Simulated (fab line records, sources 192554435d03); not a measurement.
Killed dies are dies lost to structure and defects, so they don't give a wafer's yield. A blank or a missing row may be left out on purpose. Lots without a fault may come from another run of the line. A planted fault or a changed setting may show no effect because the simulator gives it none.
fab line records | flow n5_finfet
record lots=12 wafers=33 last_day=17
route steps=1938 shown BEOL_M12@1648 BEOL_M13@1665 PASSIVATION@1936
lots that met no fault: from a run of the same line without faults
start_h: hours from the record's first day to the start of the lot's first wafer shown | wait_h: hours since the lot's step before | " the same as in the row above | L1.1+2: a row that stands for several wafers | - no value, or no start given | * or withheld: withheld | < > ~ a bound
route shown NAME@n: a module of which the file shows steps, and the number in the route of the first | usual: mean/standard deviation of fault-free wafers | same: alike in all rows | chamber/n: place in a boat | sites: the reading at each site | _std_site: their standard deviation | _edge_site: outer sites' mean less inner sites' | radius_mm: how far each site lies from the wafer's centre | mask NAME#n: copy n | behind: the tool/chamber that last shaped the wafer | hold: why the lot was held/for how many hours/how that ended | device: the transistor (n, p or np) that didn't switch | end of line: the same wafers' tests at the end of the route | a step without rows: its recipe alone | killed: dies lost to structure and defects at the first sort, not the wafer's yield | map: a wafer's dies, x killed, . not, _ none there
set.NAME: the setting as run; set.NAME@STEP: as run at that earlier step | model.NAME: the simulator's own value behind a step, which no gauge read
steps of the route over a sample of lots; a table a step, a row a wafer
services: from which hour (start_h, from the record's first day; less than 0 if before it) a tool's chamber was out of use, for how many hours, and why
## steps
# step N5_BEOL_M12_SPUTTER_43
# recipe material=TaN target_thk_a=150 temp_c=50 bias_v=168.6 power_w=15000 chamber_pressure_pa=0.12 time_s=24.19
# usual throttle_valve_pct=29.9/1.3
# columns lot.wafer tool chamber start_h wait_h throttle_valve_pct
L919.1 pvd_sputter-01 - 258.57 0.0 31.1
L919.5 " - " " 30.8
L919.6 " - " " 28.9
L918.3 pvd_sputter-02 - 266.23 0.0 29.1
L918.4 " - " " 32.3
L918.6 " - " " 32.5
L920.2 pvd_sputter-03 - 270.63 0.0 30.0
L920.4 " - " " 29.9
L920.6 " - " " 28.3
L923.1 pvd_sputter-02 - 287.51 0.0 27.7
L923.3 " - " " 32.1
L923.5 " - " " 32.0
L925.3 pvd_sputter-03 - 303.16 0.0 30.0
L925.4 " - " " 28.3
L925.5 " - " " 30.1
L927.5 pvd_sputter-02 - 319.35 0.0 27.7
L927.6 " - " " 32.1
L931.3 pvd_sputter-01 - 331.68 0.0 29.1
L931.5 " - " " 31.0
L933.3 pvd_sputter-03 - 332.21 0.0 30.2
L933.4 " - " " 30.4
L933.5 " - " " 30.2
L932.1 pvd_sputter-03 - 335.46 0.0 30.2
L932.6 " - " " 30.2
L936.1 pvd_sputter-03 - 354.23 0.0 30.1
L936.4 " - " " 28.6
L936.5 " - " " 30.0
L938.1 pvd_sputter-03 - 370.96 0.0 28.6
L938.2 " - " " 30.1
L938.6 " - " " 28.8
L937.1 pvd_sputter-02 - 371.83 0.0 32.4
L937.2 " - " " 30.7
L937.3 " - " " 28.2
# step N5_BEOL_M12_SPUTTER_45
# recipe material=Cu target_thk_a=800 temp_c=-20 bias_v=60 power_w=26000 chamber_pressure_pa=0.13 time_s=13.33
# usual chuck_sensor_temp_C=-16.3/0.47 throttle_valve_pct=29.9/1.3
# columns lot.wafer tool chamber start_h wait_h chuck_sensor_temp_C throttle_valve_pct
L919.1 pvd_sputter-01 - 258.73 0.0 -16.2 31.2
L919.5 " - " " -16.8 30.9
L919.6 " - " " -16.1 28.8
L918.3 pvd_sputter-02 - 266.39 0.0 -16.3 29.0
L918.4 " - " " -16.7 32.3
L918.6 " - " " -16.8 32.0
L920.2 pvd_sputter-03 - 270.79 0.0 -16.5 30.1
L920.4 " - " " -16.8 29.8
L920.6 " - " " -16.9 28.4
L923.1 pvd_sputter-02 - 287.67 0.0 -15.8 27.6
L923.3 " - " " -16.8 32.1
L923.5 " - " " -16.9 32.3
L925.3 pvd_sputter-03 - 303.32 0.0 -16.8 29.8
L925.4 " - " " -16.7 28.4
L925.5 " - " " -15.3 30.3
L927.5 pvd_sputter-02 - 319.51 0.0 -15.9 27.7
L927.6 " - " " -16.7 32.4
L931.3 pvd_sputter-01 - 331.86 0.0 -16.2 28.9
L931.5 " - " " -16.3 30.9
L933.3 pvd_sputter-03 - 332.37 0.0 -16.6 30.3
L933.4 " - " " -15.4 29.8
L933.5 " - " " -16.3 30.1
L932.1 pvd_sputter-03 - 335.62 0.0 -17.1 29.9
L932.6 " - " " -16.4 30.1
L936.1 pvd_sputter-03 - 354.39 0.0 -16.8 29.9
L936.4 " - " " -16.8 28.6
L936.5 " - " " -15.4 30.3
L938.1 pvd_sputter-03 - 371.12 0.0 -16.7 28.4
L938.2 " - " " -16.4 30.2
L938.6 " - " " -16.8 28.2
L937.1 pvd_sputter-02 - 371.99 0.0 -16.7 32.5
L937.2 " - " " -16.4 30.4
L937.3 " - " " -15.7 27.7
# step N5_BEOL_M12_CMP_49
# recipe stop_on=SiOC t_overpolish_s=20.6 down_force_psi=1 platen_rpm=50 clearing_platen_down_force_psi=1.5 clearing_platen_rpm=50 post_cmp_clean=cu_alkaline target_thk_nm=320 clearing_platen_pad_velocity_m_s=0.99484 pad_velocity_m_s=0.99484
# usual barrier_field_endpoint_s=30.3/0.89 clearing_platen_rpm=50.000/0.027 edge_zone_pressure_frac=1.001/0.005 motor_current_A=6.3/0.65 overpolish_run_s=20.600/0.0092
# columns lot.wafer tool chamber start_h wait_h barrier_field_endpoint_s clearing_platen_rpm edge_zone_pressure_frac motor_current_A overpolish_run_s
L919.1 cmp-04 0 259.37 0.3 30.2 50.021 0.993 5.4 20.609
L919.6 " 2 " " 28.7 50.020 0.999 7.3 20.594
L919.5 " 3 " " 29.3 50.026 0.996 7.0 20.605
L918.4 cmp-02 1 266.95 0.1 31.5 50.006 1.000 5.9 20.599
L918.3 " 2 " " 31.9 50.003 1.003 7.6 20.599
L918.6 " 2 " " 32.0 49.968 1.010 7.0 20.586
L920.2 cmp-01 1 271.35 0.2 30.6 49.973 1.002 6.1 20.598
L920.4 " 0 " " 30.9 50.031 0.997 5.6 20.598
L920.6 " 2 " " 29.7 49.961 1.003 6.4 20.598
L923.3 cmp-01 1 288.72 0.3 30.3 50.008 0.997 6.0 20.583
L923.1 " 2 " " 30.8 49.977 1.000 6.1 20.602
L923.5 " 0 " " 30.3 49.972 0.992 5.3 20.586
L925.3 cmp-01 3 303.94 0.2 29.8 50.008 1.006 6.0 20.606
L925.4 " 1 " " 29.4 49.998 1.005 5.9 20.608
L925.5 " 3 " " 28.6 50.028 0.998 5.9 20.601
L927.5 cmp-01 2 320.18 0.2 30.3 50.005 1.003 6.3 20.592
L927.6 " 3 " " 30.9 50.015 1.003 6.0 20.587
L931.3 cmp-01 1 332.63 0.2 31.4 49.954 1.002 6.2 20.601
L931.5 " 0 " " 30.8 50.009 1.000 5.7 20.602
L933.4 cmp-01 0 333.22 0.2 30.4 49.987 1.002 5.5 20.593
L933.3 " 1 " " 31.3 49.990 0.997 6.3 20.612
L933.5 " 0 " " 31.4 49.978 0.992 5.6 20.585
L932.1 cmp-02 2 336.22 0.3 31.6 50.005 0.994 6.7 20.614
L932.6 " 2 " " 32.0 49.991 0.991 6.9 20.616
L936.4 cmp-01 2 354.97 0.1 30.7 49.980 1.006 6.2 20.606
L936.1 " 1 " " 30.7 49.997 1.001 5.6 20.607
L936.5 " 2 " " 30.3 49.996 1.003 6.3 20.609
L938.2 cmp-04 1 371.79 0.3 29.9 49.989 0.995 6.1 20.611
L938.1 " 2 " " 29.7 49.970 0.997 7.7 20.591
L938.6 " 1 " " 29.2 50.006 0.997 6.0 20.612
L937.1 cmp-04 2 372.65 0.3 29.8 49.975 1.000 7.3 20.599
L937.3 " 3 " " 28.6 50.015 0.999 7.0 20.595
L937.2 " 0 " " 29.8 50.016 1.001 5.5 20.608
# step N5_BEOL_M13_EXPOSE_07
# recipe mask_id=V12 na=0.93 source_shape=conventional sigma_outer=0.6 polarization=unpolarized attpsm_phase_deg=180 dose_mj=24.8
# usual exposure_dose_mJ_cm2=24.792/0.026
# columns lot.wafer tool chamber start_h wait_h mask exposure_dose_mJ_cm2
L919.1 krf_scanner-01 0 260.06 - V12#0 24.784
L919.5 " 0 " " V12#0 24.767
L919.6 " 0 " " V12#0 24.832
L918.3 krf_scanner-01 0 267.73 - V12#0 24.799
L918.4 " 0 " " V12#0 24.813
L918.6 " 0 " " V12#0 24.733
L920.2 krf_scanner-02 0 272.24 - V12#0 24.806
L920.4 " 0 " " V12#0 24.807
L920.6 " 0 " " V12#0 24.768
L923.1 krf_scanner-02 0 289.45 - V12#0 24.814
L923.3 " 0 " " V12#0 24.818
L923.5 " 0 " " V12#0 24.815
L925.3 krf_scanner-01 0 304.68 - V12#0 24.752
L925.4 " 0 " " V12#0 24.760
L925.5 " 0 " " V12#0 24.777
L927.5 krf_scanner-01 0 320.85 - V12#0 24.779
L927.6 " 0 " " V12#0 24.798
L931.3 krf_scanner-01 0 333.33 - V12#0 26.386
L931.5 " 0 " " V12#0 26.370
L933.3 krf_scanner-01 0 333.96 - V12#0 26.040
L933.4 " 0 " " V12#0 26.062
L933.5 " 0 " " V12#0 26.049
L932.1 krf_scanner-01 0 337.07 - V12#0 25.764
L932.6 " 0 " " V12#0 25.787
L936.1 krf_scanner-02 0 355.86 - V12#0 24.803
L936.4 " 0 " " V12#0 24.815
L936.5 " 0 " " V12#0 24.779
L938.1 krf_scanner-02 0 372.52 - V12#0 24.800
L938.2 " 0 " " V12#0 24.810
L938.6 " 0 " " V12#0 24.773
L937.1 krf_scanner-02 0 373.42 - V12#0 24.808
L937.2 " 0 " " V12#0 24.813
L937.3 " 0 " " V12#0 24.792
# step N5_PASSIVATION_PROBE_49
# usual defect_limited_yield=91.4/1.6 killed_at_M0_to_M3=35/10 killed_at_M4_up=12/4.7 killed_at_contacts=12/5.8 killed_at_front_end=38/12 killed_at_other=4/3.2 killed_dies=102/18 killed_open=68/14 killed_short=32/8 sort_bin_5_function=5.1/0.96 sort_bin_6_memory=3.2/0.77 sort_bin_8_speed=0.1/0.39 sort_n_pass=1078/20 sort_yield_pct=91.3/1.7
# same gross_dies=1180 killed_at_back_side=0 sort_bin_4_leakage[%]=0
# columns lot.wafer tool chamber start_h wait_h defect_limited_yield[%] killed_at_M0_to_M3 killed_at_M4_up killed_at_contacts killed_at_front_end killed_at_other killed_dies killed_open killed_short sort_bin_5_function[%] sort_bin_6_memory[%] sort_bin_8_speed[%] sort_n_pass sort_yield_pct[%]
L919.1 prober-01 - 291.88 0.0 88.8 38 20 9 64 1 132 86 46 5.8 5.0 0 1048 88.8
L919.5 prober-01 - 292.08 0.2 88.6 38 18 17 60 1 134 96 38 6.6 4.2 0 1046 88.6
L919.6 prober-01 - 292.13 0.3 89.0 41 18 16 50 5 130 75 55 5.8 4.4 0 1050 89.0
L918.3 prober-02 - 298.86 0.1 90.6 43 16 13 33 6 111 72 37 5.9 3.4 0 1069 90.6
L918.4 prober-02 - 298.91 0.2 91.1 33 21 12 30 9 105 66 37 5.4 3.0 0 1075 91.1
L918.6 prober-02 - 299.01 0.3 92.0 27 11 9 43 4 94 55 35 4.9 2.9 0.2 1084 91.9
L923.1 prober-02 - 325.59 0.0 92.1 39 19 9 20 6 93 65 28 4.7 2.9 0 1087 92.1
L923.3 prober-02 - 325.69 0.1 90.3 47 9 4 53 1 114 74 32 5.3 3.5 0 1066 90.3
L923.5 prober-02 - 325.79 0.2 93.6 25 8 4 35 3 75 47 28 3.5 2.8 0 1105 93.6
L925.3 prober-02 - 337.05 0.1 92.7 36 10 5 31 4 86 48 36 5.2 1.9 0 1094 92.7
L925.4 prober-02 - 337.10 0.2 91.0 40 17 6 40 3 106 70 34 4.4 4.1 0 1074 91.0
L925.5 prober-02 - 337.15 0.2 92.4 31 13 10 34 2 90 57 33 4.3 3.1 0 1090 92.4
L931.3 prober-02 - 370.36 0.1 90.5 29 16 12 54 1 112 74 38 6.1 2.9 0 1068 90.5
L931.5 prober-02 - 370.46 0.2 90.6 41 10 11 45 4 111 71 40 5.4 3.9 0 1069 90.6
L933.3 prober-01 - 371.09 0.1 90.2 32 7 32 41 4 116 83 30 6.4 3.3 0 1064 90.2
L933.4 prober-01 - 371.14 0.2 93.1 31 16 15 15 5 82 63 17 4.9 2.0 0 1098 93.1
L933.5 prober-01 - 371.19 0.2 91.3 28 21 18 31 5 103 75 28 4.9 3.4 0 1077 91.3
L932.1 prober-01 - 373.94 0.0 89.0 53 1 4 69 3 130 89 41 5.8 4.9 0 1050 89.0
L932.6 prober-01 - 374.19 0.3 89.9 40 14 12 51 2 119 84 35 5.7 4.2 0 1061 89.9
L936.1 prober-02 - 390.75 0.4 91.0 41 14 17 33 1 106 72 33 5.3 3.1 0 1074 91.0
L936.4 prober-02 - 390.90 0.5 89.3 46 9 22 40 9 126 74 52 5.9 4.2 0 1054 89.3
L936.5 prober-02 - 390.95 0.6 89.7 58 11 13 37 3 122 75 45 5.8 4.1 0 1058 89.7
L937.1 prober-01 - 408.40 0.0 93.4 20 10 13 29 6 78 44 30 4.1 2.1 0 1102 93.4
L937.2 prober-01 - 408.45 0.1 94.0 16 11 15 23 6 71 42 29 3.4 2.1 0 1109 94.0
L937.3 prober-01 - 408.50 0.1 93.9 18 11 5 38 0 72 50 22 3.1 2.9 0 1108 93.9
# killed by level:class
L919.1 FIN_SAQP:geometric_particle:open=15 BEOL_M0_SAQP:geometric_particle:open=14 BEOL_M4:geometric_particle:open=14 STI_FIN_REVEAL:geometric_particle:open=13 FIN_SAQP:geometric_particle:short=10 BEOL_M0_SAQP:geometric_particle:short=9 GATE_CUT:geometric_particle:short=7 MOL_CONTACT_COAG:geometric_particle:open=7
L919.5 FIN_SAQP:geometric_particle:open=18 DUMMY_GATE:geometric_particle:open=12 MOL_CONTACT_COAG:geometric_particle:open=12 BEOL_M0_SAQP:geometric_particle:short=11 BEOL_M0_SAQP:geometric_particle:open=11 BEOL_M4:geometric_particle:open=10 FIN_SAQP:geometric_particle:short=9 STI_FIN_REVEAL:geometric_particle:open=9
L919.6 BEOL_M0_SAQP:geometric_particle:short=14 FIN_SAQP:geometric_particle:open=11 BEOL_M0_SAQP:geometric_particle:open=11 MOL_CONTACT_COAG:geometric_particle:open=9 FIN_SAQP:geometric_particle:short=8 MOL_CONTACT_COAG:geometric_particle:short=7 BEOL_M4:geometric_particle:open=7 BEOL_M1:geometric_particle:open=6
L918.3 BEOL_M2:geometric_particle:open=18 BEOL_M1:geometric_particle:open=11 MOL_CONTACT_COAG:geometric_particle:open=9 FIN_SAQP:geometric_particle:short=8 STI_FIN_REVEAL:geometric_particle:open=6 DUMMY_GATE:geometric_particle:open=6 BEOL_M4:geometric_particle:open=6 FIN_SAQP:geometric_particle:open=5
L918.4 BEOL_M4:geometric_particle:open=15 FIN_SAQP:geometric_particle:open=10 MOL_CONTACT_COAG:geometric_particle:open=10 BEOL_M2:geometric_particle:short=7 BEOL_M1:geometric_particle:open=6 BEOL_M3:geometric_particle:open=6 BEOL_M2:geometric_particle:open=5 FIN_SAQP:geometric_particle:short=4
L918.6 FIN_SAQP:geometric_particle:open=14 BEOL_M1:geometric_particle:open=11 FIN_SAQP:geometric_particle:short=9 MOL_CONTACT_COAG:geometric_particle:open=5 STI_FIN_REVEAL:geometric_particle:open=4 MOL_CONTACT_COAG:geometric_particle:short=4 DUMMY_GATE:geometric_particle:open=3 GATE_CUT:geometric_particle:short=3
L923.1 BEOL_M3:geometric_particle:open=15 BEOL_M4:geometric_particle:open=14 MOL_CONTACT_COAG:geometric_particle:open=7 BEOL_M0_SAQP:geometric_particle:open=7 BEOL_M1:geometric_particle:short=5 STARTING-WAFER:geometric_particle:short=5 FIN_SAQP:geometric_particle:open=4 BEOL_M0_SAQP:geometric_particle:short=4
L923.3 STI_FIN_REVEAL:geometric_particle:open=22 BEOL_M2:geometric_particle:open=10 BEOL_M0_SAQP:geometric_particle:open=9 BEOL_M0_SAQP:geometric_particle:short=8 BEOL_M3:geometric_particle:open=8 HKMG_FIN:area_etch=7 FIN_SAQP:geometric_particle:short=5 FIN_SAQP:geometric_particle:open=5
L923.5 BEOL_M0_SAQP:geometric_particle:open=10 FIN_SAQP:geometric_particle:open=8 FIN_SAQP:geometric_particle:short=7 STI_FIN_REVEAL:geometric_particle:open=7 BEOL_M0_SAQP:geometric_particle:short=6 MOL_CONTACT_COAG:geometric_particle:open=4 BEOL_M3:geometric_particle:open=4 GATE_CUT:geometric_particle:short=3
L925.3 BEOL_M0_SAQP:geometric_particle:short=11 BEOL_M1:geometric_particle:open=8 BEOL_M0_SAQP:geometric_particle:open=8 FIN_SAQP:geometric_particle:short=4 DUMMY_GATE:geometric_particle:open=4 GATE_CUT:geometric_particle:short=4 MOL_CONTACT_COAG:geometric_particle:open=4 BEOL_M4:geometric_particle:open=4
L925.4 BEOL_M0_SAQP:geometric_particle:open=12 BEOL_M4:geometric_particle:open=11 BEOL_M1:geometric_particle:open=9 DUMMY_GATE:geometric_particle:open=6 BEOL_M0_SAQP:geometric_particle:short=6 BEOL_M3:geometric_particle:open=6 FIN_SAQP:geometric_particle:short=5 FIN_SAQP:geometric_particle:open=5
L925.5 FIN_SAQP:geometric_particle:short=14 BEOL_M1:geometric_particle:open=11 BEOL_M4:geometric_particle:open=8 FIN_SAQP:geometric_particle:open=6 MOL_CONTACT_COAG:geometric_particle:open=6 BEOL_M0_SAQP:geometric_particle:open=6 BEOL_M2:geometric_particle:short=5 MOL_CONTACT_COAG:geometric_particle:short=4
L931.3 FIN_SAQP:geometric_particle:open=15 FIN_SAQP:geometric_particle:short=11 BEOL_M3:geometric_particle:open=11 MOL_CONTACT_COAG:geometric_particle:open=10 BEOL_M4:geometric_particle:open=7 GATE_CUT:geometric_particle:open=6 STARTING-WAFER:geometric_particle:short=6 BEOL_M0_SAQP:geometric_particle:open=5
L931.5 BEOL_M3:geometric_particle:open=19 FIN_SAQP:geometric_particle:open=16 FIN_SAQP:geometric_particle:short=10 BEOL_M0_SAQP:geometric_particle:short=10 MOL_CONTACT_COAG:geometric_particle:open=9 DUMMY_GATE:geometric_particle:open=6 BEOL_M1:geometric_particle:short=4 BEOL_M5:geometric_particle:open=3
L933.3 MOL_CONTACT_COAG:geometric_particle:open=25 STI_FIN_REVEAL:geometric_particle:open=15 BEOL_M3:geometric_particle:open=8 BEOL_M3:geometric_particle:short=7 BEOL_M0_SAQP:geometric_particle:open=6 MOL_CONTACT_COAG:geometric_particle:short=5 FIN_SAQP:geometric_particle:short=4 DUMMY_GATE:geometric_particle:open=4
L933.4 MOL_CONTACT_COAG:geometric_particle:open=11 BEOL_M3:geometric_particle:open=10 BEOL_M0_SAQP:geometric_particle:open=7 BEOL_M2:geometric_particle:open=6 BEOL_M8:geometric_particle:open=5 GATE_CUT:geometric_particle:open=3 MOL_CONTACT_COAG:geometric_particle:short=3 BEOL_M3:geometric_particle:short=3
L933.5 MOL_CONTACT_COAG:geometric_particle:open=18 BEOL_M0_SAQP:geometric_particle:open=11 STI_FIN_REVEAL:geometric_particle:open=11 BEOL_M0_SAQP:geometric_particle:short=6 BEOL_M3:geometric_particle:open=6 BEOL_M4:geometric_particle:open=6 FIN_SAQP:geometric_particle:open=4 FIN_SAQP:geometric_particle:short=4
L932.1 STI_FIN_REVEAL:geometric_particle:open=22 FIN_SAQP:geometric_particle:open=21 BEOL_M0_SAQP:geometric_particle:short=10 BEOL_M3:geometric_particle:open=10 BEOL_M1:geometric_particle:open=9 BEOL_M0_SAQP:geometric_particle:open=8 FIN_SAQP:geometric_particle:short=7 STARTING-WAFER:geometric_particle:open=7
L932.6 FIN_SAQP:geometric_particle:open=16 STI_FIN_REVEAL:geometric_particle:open=11 MOL_CONTACT_COAG:geometric_particle:open=11 BEOL_M3:geometric_particle:open=6 BEOL_M1:geometric_particle:open=6 BEOL_M0:geometric_particle:open=5 BEOL_M2:geometric_particle:open=5 BEOL_M4:geometric_particle:open=4
L936.1 MOL_CONTACT_COAG:geometric_particle:open=14 BEOL_M0_SAQP:geometric_particle:short=13 FIN_SAQP:geometric_particle:open=10 BEOL_M3:geometric_particle:open=7 GATE_CUT:geometric_particle:short=6 BEOL_M0_SAQP:geometric_particle:open=6 BEOL_M2:geometric_particle:open=6 FIN_SAQP:geometric_particle:short=5
L936.4 MOL_CONTACT_COAG:geometric_particle:open=17 BEOL_M3:geometric_particle:open=12 GATE_CUT:geometric_particle:short=11 FIN_SAQP:geometric_particle:short=10 BEOL_M0_SAQP:geometric_particle:short=9 BEOL_M0_SAQP:geometric_particle:open=7 BEOL_M1:geometric_particle:open=6 MOL_CONTACT_COAG:geometric_particle:short=5
L936.5 FIN_SAQP:geometric_particle:short=11 BEOL_M0_SAQP:geometric_particle:open=11 BEOL_M0_SAQP:geometric_particle:short=10 BEOL_M1:geometric_particle:open=9 BEOL_M2:geometric_particle:open=9 MOL_CONTACT_COAG:geometric_particle:open=8 GATE_CUT:geometric_particle:short=6 BEOL_M3:geometric_particle:open=6
L937.1 MOL_CONTACT_COAG:geometric_particle:open=10 BEOL_M3:geometric_particle:open=8 FIN_SAQP:geometric_particle:short=7 STI_FIN_REVEAL:geometric_particle:open=7 BEOL_M0_SAQP:geometric_particle:short=6 HKMG_FIN:area_etch=4 MOL_CONTACT_COAG:geometric_particle:short=3 BEOL_M4:geometric_particle:open=3
L937.2 MOL_CONTACT_COAG:geometric_particle:open=11 FIN_SAQP:geometric_particle:short=8 BEOL_M4:geometric_particle:open=7 BEOL_M2:geometric_particle:short=5 MOL_CONTACT_COAG:geometric_particle:short=4 FIN_SAQP:geometric_particle:open=3 STI_FIN_REVEAL:geometric_particle:open=3 BEOL_M3:geometric_particle:open=3
L937.3 FIN_SAQP:geometric_particle:open=10 STI_FIN_REVEAL:geometric_particle:open=7 FIN_SAQP:geometric_particle:short=6 BEOL_M2:geometric_particle:open=6 MOL_CONTACT_COAG:geometric_particle:open=5 STARTING-WAFER:geometric_particle:short=4 BEOL_M3:geometric_particle:open=4 STARTING-WAFER:geometric_particle:open=4
## services
# columns tool chamber start_h hours kind
cmp-02 - 239.66 0.5 repair
krf_scanner-02 - 248.43 1.3 repair
cmp-04 - 253.65 0.9 repair
cmp-02 - 267.38 1.9 repair
krf_scanner-01 - 281.08 1.1 repair
cmp-02 - 287.51 1.1 repair
krf_scanner-01 - 289.29 1.4 repair
cmp-02 - 289.55 2.3 repair
krf_scanner-02 - 306.25 1.0 pm
cmp-04 - 310.99 4.0 pm
krf_scanner-02 0 311.05 - calibration
krf_scanner-02 - 311.51 1.3 pm
cmp-04 - 314.99 - consumable_replace:conditioner
cmp-04 - 314.99 - consumable_replace:pad
krf_scanner-01 - 321.44 1.3 pm
krf_scanner-02 - 339.54 0.9 repair
krf_scanner-02 - 344.31 0.3 repair
pvd_sputter-01 - 346.24 2.4 repair
krf_scanner-02 - 362.31 0.8 repair
krf_scanner-01 - 369.21 0.8 pm
## key
first_sign step=N5_BEOL_M13_EXPOSE_07 reading=exposure_dose_mJ_cm2 direction=up sigmas=49 usual=24.792 struck=26.065
effect none on later readings
met_at N5_BEOL_M13_EXPOSE_07
struck_lots L931,L932,L933
loop_trim step=N5_BEOL_M13_EXPOSE_07 setting=dose lots=L931,L932,L933
not_acting_at N5_BEOL_M12_SPUTTER_43,N5_BEOL_M12_SPUTTER_45,N5_BEOL_M12_CMP_49
onset_between 320.85 333.33
fault kind=process_parameter_drift tool=krf_scanner-01 chamber=- onset_h=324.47 steps=N5_BEOL_M13_EXPOSE_07 channel=dose_mj offset=1.9957 shape=step acts_in=these_recipes_only stated=24.8
# loop_trim: a control loop set the setting to another value than it would have without faults
